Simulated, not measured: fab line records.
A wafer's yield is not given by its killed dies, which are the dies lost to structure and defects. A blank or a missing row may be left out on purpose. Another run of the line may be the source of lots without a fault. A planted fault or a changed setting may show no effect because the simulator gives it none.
The tool behind it: which one? / flow n5_finfet / 72 wafers from 24 lots sampled at 3 of the route's 1938 steps

WHAT THE GAUGES READ, wafer by wafer
N5_BEOL_M3_CD_MEAS_35: target cd 18 nm, target cd y 21 nm.
lot=L075; measured=day 7 06:11; on=cd_sem-01; cd_nm (nm)=18.2 18.2 18.1
lot=L074; measured=day 7 09:37; on=cd_sem-02; cd_nm (nm)=18.0 18.3 17.8
lot=L076; measured=day 7 09:58; on=cd_sem-02; cd_nm (nm)=19.4 18.9 18.7
lot=L077; measured=day 7 15:53; on=cd_sem-02; cd_nm (nm)=18.6 18.6 18.3
lot=L078; measured=day 8 06:50; on=cd_sem-01; cd_nm (nm)=18.6 18.2 18.7
lot=L079; measured=day 8 07:51; on=cd_sem-02; cd_nm (nm)=17.9 17.8 18.7
lot=L080; measured=day 10 09:43; on=cd_sem-03; cd_nm (nm)=18.0 17.9 17.8
lot=L081; measured=day 13 04:54; on=cd_sem-01; cd_nm (nm)=18.0 17.9 18.5
lot=L082; measured=day 10 11:13; on=cd_sem-03; cd_nm (nm)=18.0 18.1 18.5
lot=L083; measured=day 10 13:03; on=cd_sem-03; cd_nm (nm)=18.1 17.4 18.1
lot=L084; measured=day 10 15:34; on=cd_sem-03; cd_nm (nm)=18.1 18.6 18.6
lot=L085; measured=day 10 15:43; on=cd_sem-01; cd_nm (nm)=18.0 18.5 18.3
lot=L086; measured=day 10 18:34; on=cd_sem-02; cd_nm (nm)=18.4 18.5 18.6
lot=L087; measured=day 10 21:19; on=cd_sem-01; cd_nm (nm)=18.2 18.6 17.2
lot=L088; measured=day 10 22:09; on=cd_sem-02; cd_nm (nm)=18.2 18.7 18.5
lot=L089; measured=day 10 23:59; on=cd_sem-01; cd_nm (nm)=18.4 18.1 18.8
lot=L090; measured=day 11 00:07; on=cd_sem-02; cd_nm (nm)=19.0 18.3 18.1
lot=L091; measured=day 11 14:28; on=cd_sem-01; cd_nm (nm)=18.1 18.2 18.2
lot=L092; measured=day 11 21:41; on=cd_sem-02; cd_nm (nm)=18.5 17.7 18.1
lot=L093; measured=day 12 15:38; on=cd_sem-03; cd_nm (nm)=18.5 18.4 19.0
lot=L094; measured=day 12 16:02; on=cd_sem-01; cd_nm (nm)=18.3 18.3 18.9
lot=L095; measured=day 12 20:28; on=cd_sem-03; cd_nm (nm)=18.3 18.8 19.4
lot=L096; measured=day 13 02:02; on=cd_sem-03; cd_nm (nm)=18.7 18.5 17.7
lot=L097; measured=day 13 14:53; on=cd_sem-03; cd_nm (nm)=18.0 18.6 19.2

EACH LOT AND THE TOOL THAT RAN IT (in order: tool; ch and the chambers of the sampled wafers; start)
lot=L075; N5_BEOL_M3_STRIP_19=rie_diel-02 ch 1,2, day 7 01:31; N5_BEOL_M3_ETCH_69=rie_diel-02 ch 1,2, day 7 02:05
lot=L074; N5_BEOL_M3_STRIP_19=rie_diel-02 ch 0,1,2, day 7 02:37; N5_BEOL_M3_ETCH_69=rie_diel-01 ch 0,1,2, day 7 03:19
lot=L076; N5_BEOL_M3_STRIP_19=rie_diel-01 ch 0,1, day 7 06:37; N5_BEOL_M3_ETCH_69=rie_diel-02 ch 0,1,2, day 7 07:19
lot=L077; N5_BEOL_M3_STRIP_19=rie_diel-01 ch 0,1, day 7 14:26; N5_BEOL_M3_ETCH_69=rie_diel-01 ch 1,2, day 7 15:08
lot=L078; N5_BEOL_M3_STRIP_19=rie_diel-06 ch 0,1, day 8 05:23; N5_BEOL_M3_ETCH_69=rie_diel-01 ch 1,2, day 8 06:05
lot=L079; N5_BEOL_M3_STRIP_19=rie_diel-01 ch 0,1, day 8 05:45; N5_BEOL_M3_ETCH_69=rie_diel-06 ch 0,1,2, day 8 06:19
lot=L080; N5_BEOL_M3_STRIP_19=rie_diel-01 ch 1,3, day 10 07:30; N5_BEOL_M3_ETCH_69=rie_diel-06 ch 1,3, day 10 08:05
lot=L081; N5_BEOL_M3_STRIP_19=rie_diel-02 ch 1,2, day 10 07:50; N5_BEOL_M3_ETCH_69=rie_diel-06 ch 1,2,3, day 10 08:26
lot=L082; N5_BEOL_M3_STRIP_19=rie_diel-02 ch 0,1, day 10 08:45; N5_BEOL_M3_ETCH_69=rie_diel-06 ch 1,2, day 10 09:35
lot=L083; N5_BEOL_M3_STRIP_19=rie_diel-06 ch 2,3, day 10 10:43; N5_BEOL_M3_ETCH_69=rie_diel-06 ch 1,2,3, day 10 11:17
lot=L084; N5_BEOL_M3_STRIP_19=rie_diel-01 ch 2,3, day 10 12:38; N5_BEOL_M3_ETCH_69=rie_diel-06 ch 1,3, day 10 13:25
lot=L085; N5_BEOL_M3_STRIP_19=rie_diel-06 ch 1,3, day 10 13:32; N5_BEOL_M3_ETCH_69=rie_diel-06 ch 1,3, day 10 14:09
lot=L086; N5_BEOL_M3_STRIP_19=rie_diel-01 ch 0,2,3, day 10 13:56; N5_BEOL_M3_ETCH_69=rie_diel-01 ch 1,2,3, day 10 15:47
lot=L087; N5_BEOL_M3_STRIP_19=rie_diel-01 ch 0,1,3, day 10 17:04; N5_BEOL_M3_ETCH_69=rie_diel-01 ch 0,3, day 10 18:47
lot=L088; N5_BEOL_M3_STRIP_19=rie_diel-06 ch 1,2,3, day 10 19:58; N5_BEOL_M3_ETCH_69=rie_diel-01 ch 2,3, day 10 20:39
lot=L089; N5_BEOL_M3_STRIP_19=rie_diel-06 ch 1,2, day 10 20:01; N5_BEOL_M3_ETCH_69=rie_diel-06 ch 0,3, day 10 20:43
lot=L090; N5_BEOL_M3_STRIP_19=rie_diel-01 ch 0,2, day 10 20:24; N5_BEOL_M3_ETCH_69=rie_diel-06 ch 0,2,3, day 10 21:20
lot=L091; N5_BEOL_M3_STRIP_19=rie_diel-01 ch 0,3, day 11 11:50; N5_BEOL_M3_ETCH_69=rie_diel-06 ch 0,1,2, day 11 12:32
lot=L092; N5_BEOL_M3_STRIP_19=rie_diel-06 ch 1,2,3, day 11 15:57; N5_BEOL_M3_ETCH_69=rie_diel-01 ch 0,1,3, day 11 16:42
lot=L093; N5_BEOL_M3_STRIP_19=rie_diel-06 ch 0,1,2, day 12 10:19; N5_BEOL_M3_ETCH_69=rie_diel-01 ch 0,2,3, day 12 11:07
lot=L094; N5_BEOL_M3_STRIP_19=rie_diel-01 ch 0,1,3, day 12 12:30; N5_BEOL_M3_ETCH_69=rie_diel-01 ch 0,2,3, day 12 13:04
lot=L095; N5_BEOL_M3_STRIP_19=rie_diel-06 ch 0,1,3, day 12 16:40; N5_BEOL_M3_ETCH_69=rie_diel-06 ch 2,3, day 12 17:21
lot=L096; N5_BEOL_M3_STRIP_19=rie_diel-01 ch 0,2, day 12 21:39; N5_BEOL_M3_ETCH_69=rie_diel-06 ch 2,3, day 12 22:20
lot=L097; N5_BEOL_M3_STRIP_19=rie_diel-02 ch 0,2, day 13 13:06; N5_BEOL_M3_ETCH_69=rie_diel-06 ch 0,1, day 13 13:47
- N5_BEOL_M3_STRIP_19: strips in O2.
- N5_BEOL_M3_ETCH_69: etches SiARC in CF4, target depth 15.6 nm, time 26 s.

WHAT THE TOOLS THEMSELVES READ (means of the sampled wafers that have a number; where no wafer has one, the mark that the record gives instead)
N5_BEOL_M3_STRIP_19.
lot=L075; tool=rie_diel-02; drypump_motor_current_A (A)=5.8; oes_product_au (a.u.)=0.79; rf_vpp_V (V)=3.8; showerhead_plenum_p_Torr (Torr)=2.14; throttle_valve_pct (%)=16.64
lot=L074; tool=rie_diel-02; drypump_motor_current_A (A)=5.8; oes_product_au (a.u.)=0.80; rf_vpp_V (V)=3.9; showerhead_plenum_p_Torr (Torr)=2.17; throttle_valve_pct (%)=16.74
lot=L076; tool=rie_diel-01; drypump_motor_current_A (A)=5.7; oes_product_au (a.u.)=0.70; rf_vpp_V (V)=4.0; showerhead_plenum_p_Torr (Torr)=2.09; throttle_valve_pct (%)=16.91
lot=L077; tool=rie_diel-01; drypump_motor_current_A (A)=5.7; oes_product_au (a.u.)=0.70; rf_vpp_V (V)=3.7; showerhead_plenum_p_Torr (Torr)=2.08; throttle_valve_pct (%)=16.91
lot=L078; tool=rie_diel-06; drypump_motor_current_A (A)=5.4; oes_product_au (a.u.)=0.89; rf_vpp_V (V)=3.8; showerhead_plenum_p_Torr (Torr)=2.10; throttle_valve_pct (%)=16.55
lot=L079; tool=rie_diel-01; drypump_motor_current_A (A)=5.7; oes_product_au (a.u.)=0.70; rf_vpp_V (V)=3.7; showerhead_plenum_p_Torr (Torr)=2.08; throttle_valve_pct (%)=16.93
lot=L080; tool=rie_diel-01; drypump_motor_current_A (A)=6.0; oes_product_au (a.u.)=0.81; rf_vpp_V (V)=4.2; showerhead_plenum_p_Torr (Torr)=2.12; throttle_valve_pct (%)=16.30
lot=L081; tool=rie_diel-02; drypump_motor_current_A (A)=5.8; oes_product_au (a.u.)=0.77; rf_vpp_V (V)=3.0; showerhead_plenum_p_Torr (Torr)=2.14; throttle_valve_pct (%)=16.69
lot=L082; tool=rie_diel-02; drypump_motor_current_A (A)=5.7; oes_product_au (a.u.)=0.73; rf_vpp_V (V)=3.2; showerhead_plenum_p_Torr (Torr)=2.14; throttle_valve_pct (%)=16.89
lot=L083; tool=rie_diel-06; drypump_motor_current_A (A)=5.5; oes_product_au (a.u.)=0.85; rf_vpp_V (V)=4.0; showerhead_plenum_p_Torr (Torr)=2.09; throttle_valve_pct (%)=16.54
lot=L084; tool=rie_diel-01; drypump_motor_current_A (A)=5.8; oes_product_au (a.u.)=0.75; rf_vpp_V (V)=3.8; showerhead_plenum_p_Torr (Torr)=2.14; throttle_valve_pct (%)=16.64
lot=L085; tool=rie_diel-06; drypump_motor_current_A (A)=5.2; oes_product_au (a.u.)=0.89; rf_vpp_V (V)=3.6; showerhead_plenum_p_Torr (Torr)=2.09; throttle_valve_pct (%)=16.58
lot=L086; tool=rie_diel-01; drypump_motor_current_A (A)=5.9; oes_product_au (a.u.)=0.85; rf_vpp_V (V)=3.7; showerhead_plenum_p_Torr (Torr)=2.11; throttle_valve_pct (%)=16.51
lot=L087; tool=rie_diel-01; drypump_motor_current_A (A)=5.8; oes_product_au (a.u.)=0.83; rf_vpp_V (V)=4.1; showerhead_plenum_p_Torr (Torr)=2.10; throttle_valve_pct (%)=16.46
lot=L088; tool=rie_diel-06; drypump_motor_current_A (A)=5.5; oes_product_au (a.u.)=0.79; rf_vpp_V (V)=3.5; showerhead_plenum_p_Torr (Torr)=2.13; throttle_valve_pct (%)=16.66
lot=L089; tool=rie_diel-06; drypump_motor_current_A (A)=5.5; oes_product_au (a.u.)=0.75; rf_vpp_V (V)=4.2; showerhead_plenum_p_Torr (Torr)=2.19; throttle_valve_pct (%)=16.80
lot=L090; tool=rie_diel-01; drypump_motor_current_A (A)=5.6; oes_product_au (a.u.)=0.79; rf_vpp_V (V)=3.1; showerhead_plenum_p_Torr (Torr)=2.12; throttle_valve_pct (%)=16.81
lot=L091; tool=rie_diel-01; drypump_motor_current_A (A)=6.1; oes_product_au (a.u.)=0.90; rf_vpp_V (V)=3.9; showerhead_plenum_p_Torr (Torr)=2.06; throttle_valve_pct (%)=16.40
lot=L092; tool=rie_diel-06; drypump_motor_current_A (A)=5.5; oes_product_au (a.u.)=0.78; rf_vpp_V (V)=3.7; showerhead_plenum_p_Torr (Torr)=2.13; throttle_valve_pct (%)=16.67
lot=L093; tool=rie_diel-06; drypump_motor_current_A (A)=5.6; oes_product_au (a.u.)=0.77; rf_vpp_V (V)=3.4; showerhead_plenum_p_Torr (Torr)=2.13; throttle_valve_pct (%)=16.67
lot=L094; tool=rie_diel-01; drypump_motor_current_A (A)=5.8; oes_product_au (a.u.)=0.80; rf_vpp_V (V)=3.5; showerhead_plenum_p_Torr (Torr)=2.09; throttle_valve_pct (%)=16.49
lot=L095; tool=rie_diel-06; drypump_motor_current_A (A)=5.3; oes_product_au (a.u.)=0.84; rf_vpp_V (V)=3.9; showerhead_plenum_p_Torr (Torr)=2.09; throttle_valve_pct (%)=16.62
lot=L096; tool=rie_diel-01; drypump_motor_current_A (A)=5.6; oes_product_au (a.u.)=0.76; rf_vpp_V (V)=3.8; showerhead_plenum_p_Torr (Torr)=2.12; throttle_valve_pct (%)=16.84
lot=L097; tool=rie_diel-02; drypump_motor_current_A (A)=5.7; oes_product_au (a.u.)=0.76; rf_vpp_V (V)=3.3; showerhead_plenum_p_Torr (Torr)=2.18; throttle_valve_pct (%)=16.88

N5_BEOL_M3_ETCH_69.
lot=L075; tool=rie_diel-02; bias_w (W)=35.96; drypump_motor_current_A (A)=5.7; etch_rf_on_time_s (s)=25.7; oes_product_au (a.u.)=0.68; rf_vpp_V (V)=184.4; showerhead_plenum_p_Torr (Torr)=2.18; throttle_valve_pct (%)=15.55
lot=L074; tool=rie_diel-01; bias_w (W)=36.00; drypump_motor_current_A (A)=5.5; etch_rf_on_time_s (s)=26.4; oes_product_au (a.u.)=0.61; rf_vpp_V (V)=183.6; showerhead_plenum_p_Torr (Torr)=2.19; throttle_valve_pct (%)=15.88
lot=L076; tool=rie_diel-02; bias_w (W)=35.94; drypump_motor_current_A (A)=5.7; etch_rf_on_time_s (s)=25.6; oes_product_au (a.u.)=0.69; rf_vpp_V (V)=185.1; showerhead_plenum_p_Torr (Torr)=2.21; throttle_valve_pct (%)=15.66
lot=L077; tool=rie_diel-01; bias_w (W)=36.05; drypump_motor_current_A (A)=5.3; etch_rf_on_time_s (s)=26.1; oes_product_au (a.u.)=0.61; rf_vpp_V (V)=185.1; showerhead_plenum_p_Torr (Torr)=2.22; throttle_valve_pct (%)=15.88
lot=L078; tool=rie_diel-01; bias_w (W)=36.00; drypump_motor_current_A (A)=5.4; etch_rf_on_time_s (s)=26.3; oes_product_au (a.u.)=0.61; rf_vpp_V (V)=185.0; showerhead_plenum_p_Torr (Torr)=2.22; throttle_valve_pct (%)=15.87
lot=L079; tool=rie_diel-06; bias_w (W)=36.07; drypump_motor_current_A (A)=5.6; etch_rf_on_time_s (s)=25.2; oes_product_au (a.u.)=0.71; rf_vpp_V (V)=184.0; showerhead_plenum_p_Torr (Torr)=2.19; throttle_valve_pct (%)=15.57
lot=L080; tool=rie_diel-06; bias_w (W)=35.97; drypump_motor_current_A (A)=5.1; etch_rf_on_time_s (s)=25.2; oes_product_au (a.u.)=0.76; rf_vpp_V (V)=183.9; showerhead_plenum_p_Torr (Torr)=2.16; throttle_valve_pct (%)=15.63
lot=L081; tool=rie_diel-06; bias_w (W)=36.08; drypump_motor_current_A (A)=5.5; etch_rf_on_time_s (s)=25.1; oes_product_au (a.u.)=0.69; rf_vpp_V (V)=185.0; showerhead_plenum_p_Torr (Torr)=2.18; throttle_valve_pct (%)=15.61
lot=L082; tool=rie_diel-06; bias_w (W)=36.05; drypump_motor_current_A (A)=5.9; etch_rf_on_time_s (s)=25.2; oes_product_au (a.u.)=0.62; rf_vpp_V (V)=184.8; showerhead_plenum_p_Torr (Torr)=2.21; throttle_valve_pct (%)=15.60
lot=L083; tool=rie_diel-06; bias_w (W)=35.97; drypump_motor_current_A (A)=5.5; etch_rf_on_time_s (s)=24.9; oes_product_au (a.u.)=0.70; rf_vpp_V (V)=184.9; showerhead_plenum_p_Torr (Torr)=2.18; throttle_valve_pct (%)=15.62
lot=L084; tool=rie_diel-06; bias_w (W)=36.03; drypump_motor_current_A (A)=5.2; etch_rf_on_time_s (s)=25.4; oes_product_au (a.u.)=0.72; rf_vpp_V (V)=185.7; showerhead_plenum_p_Torr (Torr)=2.20; throttle_valve_pct (%)=15.73
lot=L085; tool=rie_diel-06; bias_w (W)=35.87; drypump_motor_current_A (A)=5.1; etch_rf_on_time_s (s)=25.2; oes_product_au (a.u.)=0.76; rf_vpp_V (V)=184.6; showerhead_plenum_p_Torr (Torr)=2.16; throttle_valve_pct (%)=15.62
lot=L086; tool=rie_diel-01; bias_w (W)=35.96; drypump_motor_current_A (A)=5.7; etch_rf_on_time_s (s)=26.4; oes_product_au (a.u.)=0.64; rf_vpp_V (V)=184.5; showerhead_plenum_p_Torr (Torr)=2.20; throttle_valve_pct (%)=15.65
lot=L087; tool=rie_diel-01; bias_w (W)=35.99; drypump_motor_current_A (A)=6.2; etch_rf_on_time_s (s)=26.2; oes_product_au (a.u.)=0.76; rf_vpp_V (V)=184.2; showerhead_plenum_p_Torr (Torr)=2.15; throttle_valve_pct (%)=15.24
lot=L088; tool=rie_diel-01; bias_w (W)=35.99; drypump_motor_current_A (A)=6.1; etch_rf_on_time_s (s)=26.1; oes_product_au (a.u.)=0.70; rf_vpp_V (V)=184.1; showerhead_plenum_p_Torr (Torr)=2.19; throttle_valve_pct (%)=15.37
lot=L089; tool=rie_diel-06; bias_w (W)=36.01; drypump_motor_current_A (A)=5.2; etch_rf_on_time_s (s)=25.2; oes_product_au (a.u.)=0.78; rf_vpp_V (V)=183.9; showerhead_plenum_p_Torr (Torr)=2.11; throttle_valve_pct (%)=15.51
lot=L090; tool=rie_diel-06; bias_w (W)=35.88; drypump_motor_current_A (A)=5.6; etch_rf_on_time_s (s)=25.3; oes_product_au (a.u.)=0.72; rf_vpp_V (V)=184.6; showerhead_plenum_p_Torr (Torr)=2.13; throttle_valve_pct (%)=15.51
lot=L091; tool=rie_diel-06; bias_w (W)=35.95; drypump_motor_current_A (A)=5.6; etch_rf_on_time_s (s)=25.1; oes_product_au (a.u.)=0.68; rf_vpp_V (V)=184.1; showerhead_plenum_p_Torr (Torr)=2.18; throttle_valve_pct (%)=15.62
lot=L092; tool=rie_diel-01; bias_w (W)=36.03; drypump_motor_current_A (A)=5.8; etch_rf_on_time_s (s)=26.2; oes_product_au (a.u.)=0.70; rf_vpp_V (V)=183.8; showerhead_plenum_p_Torr (Torr)=2.16; throttle_valve_pct (%)=15.54
lot=L093; tool=rie_diel-01; bias_w (W)=35.95; drypump_motor_current_A (A)=5.9; etch_rf_on_time_s (s)=26.0; oes_product_au (a.u.)=0.70; rf_vpp_V (V)=184.0; showerhead_plenum_p_Torr (Torr)=2.15; throttle_valve_pct (%)=15.53
lot=L094; tool=rie_diel-01; bias_w (W)=35.99; drypump_motor_current_A (A)=5.9; etch_rf_on_time_s (s)=25.9; oes_product_au (a.u.)=0.70; rf_vpp_V (V)=184.0; showerhead_plenum_p_Torr (Torr)=2.15; throttle_valve_pct (%)=15.53
lot=L095; tool=rie_diel-06; bias_w (W)=35.91; drypump_motor_current_A (A)=5.5; etch_rf_on_time_s (s)=25.2; oes_product_au (a.u.)=0.71; rf_vpp_V (V)=184.0; showerhead_plenum_p_Torr (Torr)=2.14; throttle_valve_pct (%)=15.56
lot=L096; tool=rie_diel-06; bias_w (W)=35.98; drypump_motor_current_A (A)=5.5; etch_rf_on_time_s (s)=25.0; oes_product_au (a.u.)=0.71; rf_vpp_V (V)=183.5; showerhead_plenum_p_Torr (Torr)=2.13; throttle_valve_pct (%)=15.55
lot=L097; tool=rie_diel-06; bias_w (W)=35.95; drypump_motor_current_A (A)=5.3; etch_rf_on_time_s (s)=25.3; oes_product_au (a.u.)=0.69; rf_vpp_V (V)=184.7; showerhead_plenum_p_Torr (Torr)=2.19; throttle_valve_pct (%)=15.75

THE ANSWER, worked out from the rows above alone
Rule: the usual values come from the lots themselves. The widest of any qualifying gaps counts: lots, ordered by their means at a reading, are off when they make up no more than a third of the lots, leave a main group of 4 or more, and stand apart from it by 3 or more times the standard deviation of that group's means. The tables above print the reading to a certain number of digits; a main group whose means all agree to those digits is not used. Also off: a lot with no number at a reading for which 4 or more lots have one. All remaining lots with rows at the step are treated as sound. First the gauges in route order, then the tools' own readings, where a lot's mean is used as printed above. The first step at which some lot is off is used, and at that step the reading that is off furthest; a lot without a number counts as furthest.
Nothing can be told from this: no lot is off at any reading shown.

WHAT THE SIMULATOR HAD PUT IN
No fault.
